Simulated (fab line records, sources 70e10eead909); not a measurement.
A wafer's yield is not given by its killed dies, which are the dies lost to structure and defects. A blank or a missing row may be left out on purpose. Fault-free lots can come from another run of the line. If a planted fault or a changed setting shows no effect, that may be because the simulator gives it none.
What tool caused it? -- flow nand_harc -- 11 lots with 33 wafers sampled at 4 steps, on a route of 1302 steps

== WHAT EACH GAUGE READ, for each wafer ==
NHARC_A_ONON_D1_THK_MEAS_08: measures by ellipsometry.
lot,measured,on,thk_nm (nm)
L379,day 7 16:31,film_metro-01,997 997 996
L380,day 8 07:38,film_metro-02,993 993 992
L381,day 8 21:05,film_metro-02,1019 1017 1020
L382,day 9 06:50,film_metro-01,1015 1019 1017
L383,day 9 06:28,film_metro-01,1023 1022 1022
L384,day 9 15:49,film_metro-01,1000 999 1000
L385,day 10 08:19,film_metro-02,980 980 979
L386,day 11 01:11,film_metro-02,1015 1014 1014
L387,day 11 00:59,film_metro-01,987 987 987
L397,day 15 03:13,film_metro-01,883 884 885 883 884 884
L398,day 15 13:07,film_metro-01,873 875 874 874 875 873

== WHAT TOOL EACH LOT RAN ON (gives the tool, then ch and the chambers of the sampled wafers, and finally the start) ==
lot,NHARC_P_BONDPAD_PVD_17,NHARC_P_BONDPAD_ANNEAL_28,NHARC_A_ONON_D1_DEP_06
L379,"pvd_sputter-01, day 6 15:03 or earlier","rtp_anneal-02 ch 0, day 6 15:03","pecvd_onon-02 ch 0, day 7 16:07"
L380,"pvd_sputter-03, day 7 03:44 or earlier","rtp_anneal-02 ch 0, day 7 03:44","pecvd_onon-02 ch 0, day 8 07:07"
L381,"pvd_sputter-03, day 7 16:19 or earlier","rtp_anneal-02 ch 0, day 7 16:19","pecvd_onon-04 ch 0, day 8 20:35"
L382,"pvd_sputter-01, day 8 04:55 or earlier","rtp_anneal-02 ch 0, day 8 04:55","pecvd_onon-03 ch 0, day 9 06:19"
L383,"pvd_sputter-01, day 8 05:39 or earlier","rtp_anneal-02 ch 0, day 8 05:39","pecvd_onon-03 ch 0, day 9 06:01"
L384,"pvd_sputter-02, day 8 14:52 or earlier","rtp_anneal-01 ch 0, day 8 14:52","pecvd_onon-03 ch 0, day 9 15:22"
L385,"pvd_sputter-01, day 9 06:57 or earlier","rtp_anneal-02 ch 0, day 9 06:57","pecvd_onon-02 ch 0, day 10 07:59"
L386,"pvd_sputter-02, day 9 22:53 or earlier","rtp_anneal-01 ch 0, day 9 22:53","pecvd_onon-02 ch 0, day 11 00:41"
L387,"pvd_sputter-01, day 9 23:46 or earlier","rtp_anneal-02 ch 0, day 9 23:46","pecvd_onon-04 ch 0, day 11 00:39"
L397,"pvd_sputter-03, day 14 02:39 or earlier","rtp_anneal-01 ch 0, day 14 02:39","pecvd_onon-04 ch 0, day 15 02:46"
L398,"pvd_sputter-02, day 14 11:38 or earlier","rtp_anneal-01 ch 0, day 14 11:38","pecvd_onon-04 ch 0, day 15 12:37"
- NHARC_P_BONDPAD_PVD_17: deposits TaN, target thk 5 nm, time 8.06 s.
- NHARC_P_BONDPAD_ANNEAL_28: time 90 s.
- NHARC_A_ONON_D1_DEP_06: target thk 1000 nm.

== WHAT THE TOOLS THEMSELVES READ (means of the sampled wafers that have a number; where no wafer has one, the mark that the record gives instead) ==
NHARC_P_BONDPAD_PVD_17.
lot,tool,bias_v (V),throttle_valve_pct (%)
L379,pvd_sputter-01,168.7,31.6
L380,pvd_sputter-03,169.4,29.6
L381,pvd_sputter-03,170.9,28.4
L382,pvd_sputter-01,168.7,31.0
L383,pvd_sputter-01,168.2,30.2
L384,pvd_sputter-02,169.2,29.7
L385,pvd_sputter-01,168.6,31.3
L386,pvd_sputter-02,168.0,29.7
L387,pvd_sputter-01,168.6,30.9
L397,pvd_sputter-03,170.3,28.5
L398,pvd_sputter-02,171.0,30.7

NHARC_P_BONDPAD_ANNEAL_28.
lot,tool,wafer_temp_C_max
L379,rtp_anneal-02,226.0
L380,rtp_anneal-02,226.2
L381,rtp_anneal-02,225.9
L382,rtp_anneal-02,226.1
L383,rtp_anneal-02,226.0
L384,rtp_anneal-01,226.9
L385,rtp_anneal-02,226.0
L386,rtp_anneal-01,226.9
L387,rtp_anneal-02,226.2
L397,rtp_anneal-01,226.7
L398,rtp_anneal-01,226.8

NHARC_A_ONON_D1_DEP_06.
lot,tool,susceptor_temp_C (C)
L379,pecvd_onon-02,400.02
L380,pecvd_onon-02,400.00
L381,pecvd_onon-04,400.22
L382,pecvd_onon-03,399.98
L383,pecvd_onon-03,399.98
L384,pecvd_onon-03,399.82
L385,pecvd_onon-02,400.02
L386,pecvd_onon-02,400.11
L387,pecvd_onon-04,399.90
L397,pecvd_onon-04,400.20
L398,pecvd_onon-04,399.75

== THE ANSWER, worked out from the rows above alone ==
Rule: usual is defined by the lots themselves. Put in order of their means at a reading, lots are off if they are a third of the lots or fewer, leave a main group of 4 or more, and stand apart from it by a gap of 3 or more times the standard deviation of the main group's means; of several such gaps the widest counts. A main group whose means are all the same, to the digits that the tables above print for the reading, isn't used. Also off: a lot with no number at a reading for which 4 or more lots have one. Where the step has rows for the other lots, those lots are counted as sound. The gauges are gone through in route order, then the tools' own readings, and for those a lot's mean is taken as printed above. At the first step where some lot is off, the reading lying furthest off is the one used; lots without a number count as furthest.
Off: L397, L398 (NHARC_A_ONON_D1_THK_MEAS_08, thk_nm). For the main group the mean is 1003 nm and the standard deviation 15.
If a tool, at a process step before that reading, ran all the lots that are off and no sound lot after the first of them, it fits. The gauges at NHARC_A_ONON_D1_THK_MEAS_08 are tried like those tools. NHARC_P_BONDPAD_PVD_17: start missing for some lots; hours and lot order therefore follow NHARC_P_BONDPAD_ANNEAL_28. Can't be told from this: 3 tools fit, rtp_anneal-01 at NHARC_P_BONDPAD_ANNEAL_28, pecvd_onon-04 at NHARC_A_ONON_D1_DEP_06, film_metro-01 at NHARC_A_ONON_D1_THK_MEAS_08.

== WHAT THE SIMULATOR HAD INSERTED ==
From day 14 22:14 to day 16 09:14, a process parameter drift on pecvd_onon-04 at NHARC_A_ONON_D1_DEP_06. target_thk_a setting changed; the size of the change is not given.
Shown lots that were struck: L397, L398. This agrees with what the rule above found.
